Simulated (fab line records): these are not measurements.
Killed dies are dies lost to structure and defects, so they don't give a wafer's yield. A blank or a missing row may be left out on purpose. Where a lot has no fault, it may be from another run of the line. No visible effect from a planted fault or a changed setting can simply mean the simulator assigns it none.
Lot-split experiment -- flow n5Finfet -- 39 wafers read from 7 lots, route of 1938 steps

== ABOUT THE SPLIT ==
At N5_SD_EPI_P_ETCH_37 (etches SOC in N2/H2, overetch 108 nm, time 486 s), the setting sourceW was moved away from the recipe's 3000 W on 12 of the 39 wafers read, by -14.0% to +17.5%. For the rest of the wafers, this setting stayed at what the recipe calls for.

The reading is taken at the split's own step.

== THE READING ==
rfVppV, in V, at N5_SD_EPI_P_ETCH_37 (etches SOC in N2/H2, overetch 108 nm, time 486 s). On this fab line, fault-free wafers typically give 241.1 V with a standard deviation of 1.1 V.

wafer,"tool, chamber at the split","sourceW as run, W",against the recipe,"rfVppV, V",against lot-mates on the recipe
L074.1,"rieDiel-01, 0",3000,recipe,242.6,-
L074.2,"rieDiel-01, 1",3000,recipe,240.2,-
L074.3,"rieDiel-01, 2",3000,recipe,241.8,-
L074.4,"rieDiel-01, 3",3000,recipe,241.2,-
L074.5,"rieDiel-01, 2",3000,recipe,241.9,-
L074.6,"rieDiel-01, 1",3000,recipe,239.8,-
L075.1,"rieDiel-02, 2",2579,-14.0%,254.0,+12.0
L075.2,"rieDiel-02, 1",2579,-14.0%,254.2,+12.2
L075.3,"rieDiel-02, 3",3000,recipe,240.9,-
L075.4,"rieDiel-02, 0",3000,recipe,242.1,-
L075.5,"rieDiel-02, 3",3000,recipe,243.0,-
L075.6,"rieDiel-02, 2",2579,-14.0%,254.9,+12.9
L083.1,"rieDiel-01, 0",3526,+17.5%,227.5,-13.1
L083.2,"rieDiel-01, 2",3526,+17.5%,229.5,-11.1
L083.3,"rieDiel-01, 3",3000,recipe,240.0,-
L083.4,"rieDiel-01, 1",3000,recipe,240.0,-
L083.5,"rieDiel-01, 2",3526,+17.5%,230.0,-10.6
L083.6,"rieDiel-01, 1",3000,recipe,241.9,-
L086.1,"rieDiel-02, 2",3428,+14.3%,230.7,-9.8
L086.2,"rieDiel-02, 3",3428,+14.3%,229.5,-11.0
L086.3,"rieDiel-02, 0",3000,recipe,238.9,-
L086.4,"rieDiel-02, 1",3000,recipe,240.3,-
L086.5,"rieDiel-02, 0",3000,recipe,242.4,-
L086.6,"rieDiel-02, 1",3428,+14.3%,229.8,-10.7
L087.1,"rieDiel-01, 2",3000,recipe,242.5,-
L087.2,"rieDiel-01, 1",3000,recipe,242.4,-
L087.3,"rieDiel-01, 0",3000,recipe,241.7,-
L087.4,"rieDiel-01, 3",3000,recipe,240.4,-
L087.5,"rieDiel-01, 1",3000,recipe,237.6,-
L087.6,"rieDiel-01, 0",3000,recipe,241.5,-
L091.1,"rieDiel-05, 0",3000,recipe,239.4,-
L091.3,"rieDiel-05, 2",3000,recipe,241.4,-
L091.4,"rieDiel-05, 3",3000,recipe,241.1,-
L095.1,"rieDiel-01, 2",3000,recipe,241.0,-
L095.2,"rieDiel-01, 3",3260,+8.7%,231.8,-8.9
L095.3,"rieDiel-01, 0",3260,+8.7%,233.7,-7.0
L095.4,"rieDiel-01, 1",3000,recipe,240.3,-
L095.5,"rieDiel-01, 2",3260,+8.7%,235.5,-5.2
L095.6,"rieDiel-01, 0",3000,recipe,240.9,-

THE FIT
A straight line over all 39 wafers: rfVppV changes by -0.801 V for each +1% of sourceW; r = -0.97; the points scatter about the line by 1.4 V.
The same after taking each lot's own level away (the mean of its wafers on the recipe; 39 wafers): -0.761 V for each +1%; r = -0.98; scatter 1.3 V.
The reading moves by 13 V for the largest change in sourceW, on that fit.
Measured against the standard deviation above, the lots' own levels, which go from 240.53 to 242.00 V, span 1.3 times it.
Hence the lot-to-lot level has little effect on the slope; both slopes agree.
Check: for one of the wafers moved furthest among these (+17.5%), held out of the fit, the line's prediction against its lot-mates is -13.1 V. Against them it came out at -13.1 V.
Tool readings at the split's step, against how far the setting was moved: rfVppV r = -0.97.

== THE OTHER SPLITS THESE WAFERS WENT THROUGH ==
Other splits were also applied to these wafers ahead of the reading. Each is held against what the fit with the lots' levels taken away leaves over:
other split on the same wafers,wafers away from the commonest value,r with rfVppV (lot level and that fit taken away)
N5_WELL_APT_IMPLANT_14 energyKev,12,+0.08
N5_DUMMY_GATE_ETCH_32 timeS,12,-0.08

== THE WHOLE CHAIN: every reading that the file lists as answering this split, in the file's order ==
step,what it does,reading,change (the file's fit),r (the file's)
N5_SD_EPI_P_ETCH_37,"etches SOC in N2/H2, overetch 108 nm, time 486 s",rfVppV,-0.753 V for each +1% of the setting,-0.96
N5_SD_EPI_P_ETCH_37,"etches SOC in N2/H2, overetch 108 nm, time 486 s","SiARC_of_SD_EPI_P_COAT_35.thkNm (the simulator's own value, which no gauge read)",-0.122 nm for each +1% of the setting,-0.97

== THE FILE'S OWN FIT ==
rfVppV changes by -0.753 V for each +1% of sourceW, r = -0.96.
